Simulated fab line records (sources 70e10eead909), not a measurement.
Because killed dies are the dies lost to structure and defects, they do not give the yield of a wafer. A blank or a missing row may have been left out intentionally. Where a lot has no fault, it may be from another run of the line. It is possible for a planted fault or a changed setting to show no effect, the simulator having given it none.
Chamber matching / flow nand-harc / 3 sister chambers for NHARC_A_STAIRCASE_DEP_325 on pecvd-01
The step deposits SiO2, target thk 3800 nm. 22 wafers are shown with their chamber, then 11 later ones without.

## WAFERS WITH THEIR CHAMBER
wafer=L074.1; chamber=2; heater-power-w (W)=687
wafer=L074.5; chamber=1; heater-power-w (W)=659
wafer=L074.6; chamber=2; heater-power-w (W)=618
wafer=L078.2; chamber=0; heater-power-w (W)=573
wafer=L078.5; chamber=0; heater-power-w (W)=475
wafer=L078.6; chamber=2; heater-power-w (W)=593
wafer=L080.2; chamber=2; heater-power-w (W)=724
wafer=L080.5; chamber=2; heater-power-w (W)=595
wafer=L080.6; chamber=1; heater-power-w (W)=682
wafer=L082.2; chamber=0; heater-power-w (W)=465
wafer=L082.5; chamber=1; heater-power-w (W)=674
wafer=L082.6; chamber=2; heater-power-w (W)=598
wafer=L085.2; chamber=2; heater-power-w (W)=657
wafer=L085.3; chamber=1; heater-power-w (W)=827
wafer=L085.5; chamber=0; heater-power-w (W)=461
wafer=L087.1; chamber=1; heater-power-w (W)=784
wafer=L087.4; chamber=2; heater-power-w (W)=609
wafer=L087.5; chamber=0; heater-power-w (W)=458
wafer=L089.1; chamber=1; heater-power-w (W)=824
wafer=L089.2; chamber=0; heater-power-w (W)=562
wafer=L089.5; chamber=0; heater-power-w (W)=462
wafer=L091.1; chamber=2; heater-power-w (W)=712

SIGNATURES (averages over the wafers above)
reading=heater-power-w; chamber 0=493.71; chamber 1=741.67; chamber 2=643.67; scatter within a chamber=60
Rule: for each reading, subtract the chamber's mean from the wafer's reading, divide by that reading's scatter and square the result; add these up over the readings and take the root, which gives the wafer's distance from the chamber. The wafer belongs to the nearest chamber; if the next one is less than 2 further off, it can't be placed. The scatter: take each reading less its chamber's mean, square it, sum over the shown wafers, divide by the number of wafers less the number of chambers, and take the root.

## WAFERS WHOSE CHAMBER IS MISSING
wafer=L091.4; heater-power-w (W)=446
wafer=L091.6; heater-power-w (W)=659
wafer=L094.1; heater-power-w (W)=497
wafer=L094.2; heater-power-w (W)=641
wafer=L094.3; heater-power-w (W)=831
wafer=L094.4; heater-power-w (W)=605
wafer=L094.5; heater-power-w (W)=464
wafer=L094.6; heater-power-w (W)=661
wafer=L096.1; heater-power-w (W)=744
wafer=L096.2; heater-power-w (W)=597
wafer=L096.5; heater-power-w (W)=605

## WHICH CHAMBER EACH ONE RAN IN
wafer=L091.4; from the rows above=0; in truth=0
wafer=L091.6; from the rows above=can't be placed: 2 or 1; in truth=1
wafer=L094.1; from the rows above=0; in truth=0
wafer=L094.2; from the rows above=can't be placed: 2 or 1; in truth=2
wafer=L094.3; from the rows above=can't be placed: 1 or 2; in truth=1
wafer=L094.4; from the rows above=can't be placed: 2 or 0 or 1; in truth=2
wafer=L094.5; from the rows above=0; in truth=0
wafer=L094.6; from the rows above=can't be placed: 2 or 1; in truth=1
wafer=L096.1; from the rows above=can't be placed: 1 or 2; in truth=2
wafer=L096.2; from the rows above=can't be placed: 2 or 0 or 1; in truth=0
wafer=L096.5; from the rows above=can't be placed: 2 or 0 or 1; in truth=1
Placed correctly: 3 of 11. Can't be placed from these rows: 8 (the true chamber is among the candidates in 8). Number placed wrongly: 0.
